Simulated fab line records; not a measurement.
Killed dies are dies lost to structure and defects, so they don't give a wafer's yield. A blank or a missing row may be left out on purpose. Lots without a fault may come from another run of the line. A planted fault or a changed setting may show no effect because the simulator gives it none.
Lot-split experiment    flow n5_finfet    7 lots, 21 wafers read, on a route of 1938 steps

SPLIT DETAILS
At N5_GATE_CUT_DESCUM_18 (chemistry O2, time 7 s), the setting time_s was moved away from the recipe's 7 s on 8 of the 21 wafers read, by -16.3% to +19.6%. All remaining wafers had this setting at the recipe value.

BETWEEN THE SPLIT AND THE READING: the file shows 1 step in between
- N5_GATE_CUT_ETCH_28: etches underlayer in N2/H2, target depth 13 nm, time 10.4 s

THE READING
CAR-EUV_of_GATE_CUT_COAT_07.thk_nm (the simulator's own value, which no gauge read), in nm, at N5_GATE_CUT_ETCH_36 (etches SiARC in CF4, target depth 13 nm, time 21.7 s). There is no usual value for it anywhere in the file. Here, 13 wafers ran the recipe; their average is 6.8 nm with a standard deviation of 0.11 nm.

wafer   tool, chamber at the split  time_s as run, s  against the recipe  CAR-EUV_of_GATE_CUT_COAT_07.thk_nm, nm  against lot-mates on the recipe
L074.1  rie_diel-03, 0,2,3          7                 recipe              7                                       -
L074.2  rie_diel-03, 0,2,3          7                 recipe              6.8                                     -
L074.5  rie_diel-03, 0,2,3          7                 recipe              6.8                                     -
L075.1  rie_diel-03, 3,1            8.185             +16.9%              6.4                                     -0.4
L075.4  rie_diel-03, 3,1            8.185             +16.9%              6.2                                     -0.6
L075.6  rie_diel-03, 3              7                 recipe              6.8                                     -
L079.1  rie_diel-02, 3              8.369             +19.6%              6.2                                     -0.6
L079.4  rie_diel-02, 1              7                 recipe              6.8                                     -
L079.5  rie_diel-02, 3              7                 recipe              6.8                                     -
L081.1  rie_diel-02, 3              6.335             -9.5%               7.2                                     +0.5
L081.3  rie_diel-02, 2              7                 recipe              6.6                                     -
L081.5  rie_diel-02, 2              7                 recipe              6.8                                     -
L085.1  rie_diel-02, 0              7                 recipe              6.8                                     -
L085.6  rie_diel-02, 3              7                 recipe              6.8                                     -
L085.4  rie_diel-02, 2              7                 recipe              6.6                                     -
L086.1  rie_diel-03, 0,3,0          5.861             -16.3%              7.4                                     no lot-mate on the recipe
L086.4  rie_diel-03, 0,3,0          5.861             -16.3%              7.4                                     no lot-mate on the recipe
L086.6  rie_diel-03, 0,3,0          5.861             -16.3%              7.4                                     no lot-mate on the recipe
L092.1  rie_diel-02, 1,2            7                 recipe              7                                       -
L092.3  rie_diel-02, 1,2            7                 recipe              6.8                                     -
L092.5  rie_diel-02, 1              6.322             -9.7%               7.2                                     +0.3
If several chambers appear in one row, that row covers several wafers at once and the file leaves open which wafer was in which chamber.

FIT RESULTS
A straight line over all 21 wafers: CAR-EUV_of_GATE_CUT_COAT_07.thk_nm changes by -0.0338 nm for each +1% of time_s; r = -0.96; the points scatter about the line by 0.1 nm.
The same after taking each lot's own level away (the mean of its wafers on the recipe; 18 wafers): -0.0324 nm for each +1%; r = -0.94; scatter 0.097 nm.
According to that fit, moving time_s by its largest amount changes the reading by 0.63 nm.
The span of the lots' own levels, 6.70 to 6.90 nm, comes to 1.8 times the standard deviation stated above.
So the lot-to-lot level changes the slope little: the two slopes agree.
Check: with one of the wafers moved furthest among these (+19.6%) left out of the fit, the line predicts -0.625 nm for it against its lot-mates. It came out at -0.6 nm against them.

THE WHOLE CHAIN: every reading that the file lists as answering this split, in the file's order
step                   what it does                                                 reading                                                                              change (the file's fit)                 r (the file's)
N5_GATE_CUT_DESCUM_18  chemistry O2, time 7 s                                       CAR-EUV_of_GATE_CUT_COAT_07.thk_nm (the simulator's own value, which no gauge read)  -0.0369 nm for each +1% of the setting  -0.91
N5_GATE_CUT_ETCH_28    etches underlayer in N2/H2, target depth 13 nm, time 10.4 s  CAR-EUV_of_GATE_CUT_COAT_07.thk_nm (the simulator's own value, which no gauge read)  -0.0364 nm for each +1% of the setting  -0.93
N5_GATE_CUT_ETCH_36    etches SiARC in CF4, target depth 13 nm, time 21.7 s         CAR-EUV_of_GATE_CUT_COAT_07.thk_nm (the simulator's own value, which no gauge read)  -0.0326 nm for each +1% of the setting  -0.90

FILE'S OWN FIT
CAR-EUV_of_GATE_CUT_COAT_07.thk_nm changes by -0.0326 nm for each +1% of time_s, r = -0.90.
